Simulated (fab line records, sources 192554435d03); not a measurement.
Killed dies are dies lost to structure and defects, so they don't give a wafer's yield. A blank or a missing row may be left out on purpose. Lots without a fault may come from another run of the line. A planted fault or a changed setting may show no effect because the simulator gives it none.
Chamber matching | flow n5_finfet | N5_BEOL_M5_ETCH_72 on rie_diel-02: 4 sister chambers
The step etches underlayer in N2/H2, target depth 6.5 nm, time 5.2 s. 4 wafers are shown with their chamber, then 12 later ones without.

WAFERS WITH THEIR CHAMBER
wafer  | chamber | showerhead_plenum_p_Torr (Torr)
L089.1 | 2       | 2.51
L094.1 | 1       | 2.62
L094.2 | 0       | 2.47
L094.3 | 3       | 2.68

WAFERS WITHOUT THEIR CHAMBER
wafer  | showerhead_plenum_p_Torr (Torr)
L095.1 | 2.50
L095.2 | 2.68
L095.3 | 2.47
L095.4 | 2.62
L095.5 | 2.62
L095.6 | 2.47
L096.3 | 2.50
L096.5 | 2.47
L096.6 | 2.68
L097.1 | 2.47
L097.5 | 2.62
L097.6 | 2.47

WHICH CHAMBER EACH WENT THROUGH
wafer  | from the rows above | in truth
L095.1 | 2                   | 2
L095.2 | 3                   | 3
L095.3 | 0                   | 0
L095.4 | 1                   | 1
L095.5 | 1                   | 1
L095.6 | 0                   | 0
L096.3 | 2                   | 2
L096.5 | 0                   | 0
L096.6 | 3                   | 3
L097.1 | 0                   | 0
L097.5 | 1                   | 1
L097.6 | 0                   | 0
Placed correctly: 12 of 12. Can't be placed from these rows: 0. Placed wrongly: 0.
How it was worked out, from the rows above alone: a wafer's distance from a chamber is the root of the sum, over the readings, of the square of ((its reading less the chamber's mean) divided by the reading's scatter). The wafer belongs to the nearest chamber; if the next one is less than 2 further off, it can't be placed. A chamber's mean is the mean of its shown wafers. The scatter: with one shown wafer a chamber, the root of the mean of the squares of how far each hidden wafer lies from its nearest shown one.
